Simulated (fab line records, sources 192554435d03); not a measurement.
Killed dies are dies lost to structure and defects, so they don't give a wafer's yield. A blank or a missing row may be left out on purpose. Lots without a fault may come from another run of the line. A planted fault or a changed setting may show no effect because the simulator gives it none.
fab line records | flow n5_finfet | part 2 of 2: steps 4 to 6 of 6
record lots=23 wafers=69 last_day=18
route steps=1938 shown BEOL_M11@1599 BEOL_M12@1615 BEOL_M13@1694
lots that met no fault: from a run of the same line without faults
start_h: hours from the record's first day to the start of the lot's first wafer shown | wait_h: hours since the lot's step before | " the same as in the row above | L1.1+2: a row that stands for several wafers | - no value, or no start given | * or withheld: withheld | < > ~ a bound
route shown NAME@n: a module of which the file shows steps, and the number in the route of the first | usual: mean/standard deviation of fault-free wafers | same: alike in all rows | chamber/n: place in a boat | sites: the reading at each site | _std_site: their standard deviation | _edge_site: outer sites' mean less inner sites' | radius_mm: how far each site lies from the wafer's centre | mask NAME#n: copy n | behind: the tool/chamber that last shaped the wafer | hold: why the lot was held/for how many hours/how that ended | device: the transistor (n, p or np) that didn't switch | end of line: the same wafers' tests at the end of the route | a step without rows: its recipe alone | killed: dies lost to structure and defects at the first sort, not the wafer's yield | map: a wafer's dies, x killed, . not, _ none there
set.NAME: the setting as run; set.NAME@STEP: as run at that earlier step | model.NAME: the simulator's own value behind a step, which no gauge read
steps of the route over a sample of lots; a table a step, a row a wafer
services: from which hour (start_h, from the record's first day; less than 0 if before it) a tool's chamber was out of use, for how many hours, and why
## steps
# step N5_BEOL_M13_ETCH_68
# recipe chemistry=N2/H2 target=SOC mask_material=SiARC source_w=3000 bias_w=350 temp_c=40 time_s=355 ion_energy_ev=200 pressure_mtorr=30 n2_flow_sccm=200 h2_flow_sccm=200
# usual drypump_motor_current_A=5.6/0.36 oes_product_au=0.80/0.082 rf_vpp_V=524.3/2.8 showerhead_plenum_p_Torr=2.56/0.093 throttle_valve_pct=17.66/0.28
# columns lot.wafer tool chamber start_h wait_h drypump_motor_current_A oes_product_au rf_hours_counter_h rf_vpp_V showerhead_plenum_p_Torr throttle_valve_pct
L074.1 rie_diel-06 1 237.84 0.1 5.9 0.85 56 525.8 2.57 17.24
L074.2 " 3 " " 5.3 0.82 82 526.8 2.66 17.72
L074.3 " 0 " " 5.8 0.88 56 521.2 2.46 17.60
L077.3 rie_diel-03 2 248.65 0.1 5.2 0.73 184 520.8 2.44 17.48
L077.4 " 0 " " 5.2 0.82 81 527.3 2.69 17.47
L077.6 " 1 " " 6.0 0.79 - 526.0 2.68 17.34
L076.3 rie_diel-06 2 249.81 0.1 5.2 0.69 231 521.8 2.51 18.15
L076.4 " 2 " " 5.2 0.70 - 523.4 2.51 18.16
L076.6 " 0 " " 5.8 0.87 - 522.3 2.46 17.61
L075.3 rie_diel-03 2 256.37 0.1 5.2 0.73 186 518.9 2.44 17.50
L075.4 " 1 " " 6.0 0.78 105 527.0 2.67 17.33
L075.6 " 2 " " 5.3 0.73 - 520.1 2.44 17.48
L078.2 rie_diel-01 1 259.80 0.1 5.9 0.70 219 523.1 2.51 17.60
L078.4 " 3 " " 6.3 0.86 71 521.8 2.47 17.47
L078.5 " 3 " " 6.2 0.85 - 521.9 2.47 17.45
L079.3 rie_diel-03 0 265.68 0.1 5.3 0.82 86 526.7 2.69 17.51
L079.4 " 1 " " 6.0 0.77 108 527.6 2.67 17.33
L079.6 " 3 " " 5.9 0.95 - 527.4 2.63 18.12
L080.1 rie_diel-03 0 274.32 0.1 5.3 0.82 88 528.8 2.69 17.49
L080.4 " 3 " " 5.9 0.94 8 525.7 2.63 18.12
L080.6 " 2 " " 5.2 0.72 - 521.4 2.44 17.50
L081.1 rie_diel-01 0 275.10 0.1 5.2 0.69 203 528.6 2.63 17.98
L081.2 " 3 " " 6.3 0.85 75 521.6 2.47 17.48
L081.5 " 2 " " 6.1 0.68 - 519.6 2.39 17.91
L082.1 rie_diel-06 1 280.27 0.1 5.9 0.83 70 525.5 2.57 17.27
L082.4 " 3 " " 5.3 0.81 94 528.7 2.66 17.73
L082.5 " 2 " " 5.3 0.69 - 522.5 2.51 18.18
L085.2 rie_diel-06 2 297.83 0.1 5.2 0.68 248 523.1 2.51 18.18
L085.4 " 1 " " 5.9 0.82 76 526.0 2.56 17.27
L085.6 " 3 " " 5.3 0.80 - 527.9 2.66 17.77
L088.2 rie_diel-06 1 318.44 0.1 5.9 0.81 83 526.4 2.56 17.26
L088.5 " 0 " " 5.8 0.86 - 521.9 2.45 17.64
L088.6 " 3 " " 5.3 0.79 - 528.3 2.65 17.78
L087.1 rie_diel-06 3 322.53 0.1 5.3 0.78 110 527.5 2.65 17.79
L087.2 " 1 " " 5.9 0.81 84 525.6 2.56 17.27
L087.6 " 2 " " 5.2 0.98 - 522.4 2.51 17.76
L086.1 rie_diel-03 1 324.06 0.1 6.0 0.76 126 528.0 2.66 17.37
L086.2 " 0 " " 5.2 0.79 103 528.8 2.68 17.53
L086.4 " 3 " " 5.8 0.90 22 524.8 2.63 18.15
L084.1 rie_diel-03 3 326.13 0.1 5.9 0.90 23 525.6 2.63 18.15
L084.5 " 3 " " 5.9 0.91 - 526.5 2.63 18.16
L084.6 " 0 " " 5.3 0.79 - 526.9 2.68 17.54
L090.2 rie_diel-06 2 326.42 0.1 5.2 0.96 2 522.4 2.51 17.75
L090.3 " 0 " " 5.8 0.86 83 522.9 2.45 17.66
L090.4 " 3 " " 5.3 0.78 111 527.0 2.65 17.77
L089.3 rie_diel-03 2 326.72 0.1 5.2 0.73 207 520.9 2.43 17.52
L089.4 " 1 " " 6.0 0.76 127 526.0 2.66 17.36
L089.5 " 0 " " 5.3 0.79 - 526.8 2.68 17.53
L091.1 rie_diel-01 3 341.39 0.1 6.3 0.84 96 521.1 2.46 17.51
L091.3 " 2 " " 6.1 0.96 9 527.8 2.71 17.50
L091.4 " 1 " " 5.8 0.68 240 522.5 2.50 17.64
L092.2 rie_diel-06 2 356.36 0.1 5.2 0.93 11 522.4 2.50 17.79
L092.5 " 2 " " 5.2 0.93 - 521.5 2.50 17.79
L092.6 " 1 " " 5.9 0.80 - 524.0 2.55 17.31
L093.1 rie_diel-01 2 361.67 0.1 6.1 0.93 14 528.8 2.70 17.52
L093.2 " 3 " " 6.2 0.83 101 522.0 2.46 17.53
L093.3 " 1 " " 5.8 0.69 246 524.2 2.50 17.66
L094.4 rie_diel-03 3 362.02 0.1 5.9 0.89 35 525.3 2.62 18.18
L094.5 " 3 " " 5.9 0.88 - 525.4 2.62 18.17
L094.6 " 2 " " 5.2 0.71 - 520.1 2.43 17.54
L096.1 rie_diel-03 2 365.80 0.1 5.2 0.72 219 520.0 2.43 17.55
L096.2 " 0 " " 5.2 0.78 117 527.3 2.67 17.56
L096.4 " 1 " " 6.0 0.74 139 526.4 2.66 17.39
L095.2 rie_diel-06 3 366.85 0.1 5.3 0.77 122 527.0 2.65 17.82
L095.4 " 0 " " 5.8 0.84 95 522.5 2.45 17.65
L095.5 " 1 " " 5.9 0.80 - 524.3 2.55 17.30
L097.4 rie_diel-06 3 388.87 0.1 5.3 0.77 129 526.6 2.64 17.81
L097.5 " 1 " " 5.9 0.80 - 525.1 2.55 17.31
L097.6 " 0 " " 5.8 0.83 - 521.7 2.44 17.66
# step N5_BEOL_M13_SPUTTER_44
# recipe material=Ta target_thk_a=100 temp_c=50 bias_v=80 power_w=15000 chamber_pressure_pa=0.07 time_s=16.13
# usual cathode_dc_power_W=15000/2.7 throttle_valve_pct=29.7/1
# columns lot.wafer tool chamber start_h wait_h cathode_dc_power_W throttle_valve_pct
L074.1 pvd_sputter-03 - 240.21 0.0 14999 29.8
L074.2 " - " " 15003 29.3
L074.3 " - " " 15000 27.5
L077.3 pvd_sputter-01 - 249.75 0.0 14998 28.3
L077.4 " - " " 15000 31.1
L077.6 " - " " 15000 28.8
L076.3 pvd_sputter-03 - 252.75 0.0 15002 28.2
L076.4 " - " " 14999 29.5
L076.6 " - " " 15000 31.2
L075.3 pvd_sputter-02 - 262.35 0.0 14998 29.0
L075.4 " - " " 15001 30.2
L075.6 " - " " 15001 29.9
L078.2 pvd_sputter-01 - 267.19 0.0 15003 28.5
L078.4 " - " " 15004 30.2
L078.5 " - " " 14999 31.4
L079.3 pvd_sputter-01 - 267.51 0.0 15000 28.9
L079.4 " - " " 15001 28.4
L079.6 " - " " 14997 29.1
L080.1 pvd_sputter-02 - 276.06 0.0 14999 28.8
L080.4 " - " " 15003 29.6
L080.6 " - " " 14997 28.8
L081.1 pvd_sputter-01 - 277.34 0.0 14997 30.2
L081.2 " - " " 14999 28.3
L081.5 " - " " 14999 31.5
L082.1 pvd_sputter-01 - 283.11 0.0 14998 30.2
L082.4 " - " " 14999 28.2
L082.5 " - " " 15000 30.4
L085.2 pvd_sputter-02 - 300.28 0.0 15001 30.3
L085.4 " - " " 15003 29.9
L085.6 " - " " 14998 30.4
L088.2 pvd_sputter-01 - 320.19 0.0 15001 30.1
L088.5 " - " " 15000 28.5
L088.6 " - " " 14994 31.5
L087.1 pvd_sputter-03 - 323.66 0.0 15003 31.3
L087.2 " - " " 15009 29.3
L087.6 " - " " 15002 31.0
L086.1 pvd_sputter-02 - 326.39 0.0 15004 30.2
L086.2 " - " " 14996 30.2
L086.4 " - " " 15001 29.6
L084.1 pvd_sputter-03 - 327.48 0.0 15004 29.7
L084.5 " - " " 15004 27.8
L084.6 " - " " 15004 29.1
L090.2 pvd_sputter-02 - 327.53 0.0 14999 30.4
L090.3 " - " " 15001 28.6
L090.4 " - " " 15000 30.2
L089.3 pvd_sputter-03 - 328.32 0.0 15004 29.5
L089.4 " - " " 15003 28.0
L089.5 " - " " 15002 29.9
L091.1 pvd_sputter-03 - 346.13 0.0 14992 29.3
L091.3 " - " " 14997 29.8
L091.4 " - " " 14996 31.3
L092.2 pvd_sputter-02 - 359.28 0.0 15000 30.1
L092.5 " - " " 14999 30.4
L092.6 " - " " 14998 30.3
L093.1 pvd_sputter-02 - 363.27 0.0 15001 30.2
L093.2 " - " " 15001 28.8
L093.3 " - " " 14998 29.6
L094.4 pvd_sputter-03 - 365.40 0.0 14998 29.4
L094.5 " - " " 15003 29.5
L094.6 " - " " 15000 28.0
L096.1 pvd_sputter-03 - 366.91 0.0 15002 28.0
L096.2 " - " " 14997 31.2
L096.4 " - " " 14999 29.8
L095.2 pvd_sputter-02 - 369.11 0.0 15003 30.1
L095.4 " - " " 15000 30.5
L095.5 " - " " 14994 29.9
L097.4 pvd_sputter-03 - 392.45 0.0 14996 29.8
L097.5 " - " " 14997 28.0
L097.6 " - " " 14997 29.3
# step N5_BEOL_M13_THK_MEAS_50
# recipe thk_meas_gauge=xrf reads=Cu_of_BEOL_M13_ECD_47
# usual M13_THK=413/6.8
# columns lot.wafer tool chamber start_h wait_h M13_THK[nm]
L074.1 film_metro-02 - 241.16 - 413
L074.2 " - " " 406
L074.3 " - " " 413
L077.3 film_metro-01 - 250.70 - 404
L077.4 " - " " 423
L077.6 " - " " 411
L076.3 film_metro-01 - 253.70 - 416
L076.4 " - " " 414
L076.6 " - " " 419
L075.3 film_metro-02 - 263.30 - 407
L075.4 " - " " 407
L075.6 " - " " 404
L078.2 film_metro-01 - 268.53 - 420
L078.4 " - " " 421
L078.5 " - " " 425
L079.3 film_metro-02 - 268.68 - 423
L079.4 " - " " 414
L079.6 " - " " 429
L080.1 film_metro-01 - 277.01 - 416
L080.4 " - " " 414
L080.6 " - " " 407
L081.1 film_metro-02 - 278.29 - 403
L081.2 " - " " 417
L081.5 " - " " 407
L082.1 film_metro-02 - 284.09 - 426
L082.4 " - " " 420
L082.5 " - " " 414
L085.2 film_metro-01 - 301.23 - 411
L085.4 " - " " 418
L085.6 " - " " 417
L088.2 film_metro-02 - 321.14 - 412
L088.5 " - " " 418
L088.6 " - " " 410
L087.1 film_metro-01 - 324.80 - 409
L087.2 " - " " 415
L087.6 " - " " 413
L086.1 film_metro-01 - 327.35 - 403
L086.2 " - " " 418
L086.4 " - " " 415
L084.1 film_metro-02 - 328.47 - 417
L084.5 " - " " 420
L084.6 " - " " 416
L090.2 film_metro-02 - 328.69 - 414
L090.3 " - " " 410
L090.4 " - " " 405
L089.3 film_metro-02 - 329.29 - 410
L089.4 " - " " 406
L089.5 " - " " 420
L091.1 film_metro-02 - 347.08 - 419
L091.3 " - " " 425
L091.4 " - " " 413
L092.2 film_metro-02 - 360.28 - 419
L092.5 " - " " 417
L092.6 " - " " 415
L093.1 film_metro-02 - 364.48 - 421
L093.2 " - " " 416
L093.3 " - " " 409
L094.4 film_metro-01 - 366.41 - 412
L094.5 " - " " 414
L094.6 " - " " 406
L096.1 film_metro-02 - 367.87 - 410
L096.2 " - " " 423
L096.4 " - " " 407
L095.2 film_metro-02 - 370.16 - 410
L095.4 " - " " 420
L095.5 " - " " 410
L097.4 film_metro-02 - 393.50 - 402
L097.5 " - " " 412
L097.6 " - " " 416
## services
# columns tool chamber start_h hours kind
rie_diel-06 1 206.40 12.2 repair
pecvd-01 2 209.43 19.8 repair
rie_diel-04 - 212.45 14.6 pm
rie_diel-05 0 213.96 11.5 repair
rie_diel-06 - 215.37 0.3 repair
rie_diel-03 3 218.34 1.6 repair
rie_diel-03 - 218.39 7.2 repair
pecvd-01 - 229.78 28.1 pm
rie_diel-06 3 248.87 4.0 repair
rie_diel-05 1 253.43 2.5 repair
pecvd-01 0 265.44 4.3 repair
rie_diel-02 - 273.16 0.6 repair
rie_diel-05 - 278.82 0.5 repair
rie_diel-05 2 282.21 3.3 repair
rie_diel-02 3 310.74 16.3 repair
pecvd-04 - 314.96 6.0 pm
rie_diel-04 0 330.12 3.0 repair
rie_diel-05 2 333.81 16.7 repair
rie_diel-04 3 346.95 4.0 repair
rie_diel-06 - 363.32 2.8 pm
rie_diel-05 - 364.22 2.8 pm
rie_diel-03 - 366.81 2.8 pm
pvd_sputter-01 - 379.91 1.3 repair
pecvd-04 - 388.65 1.0 repair
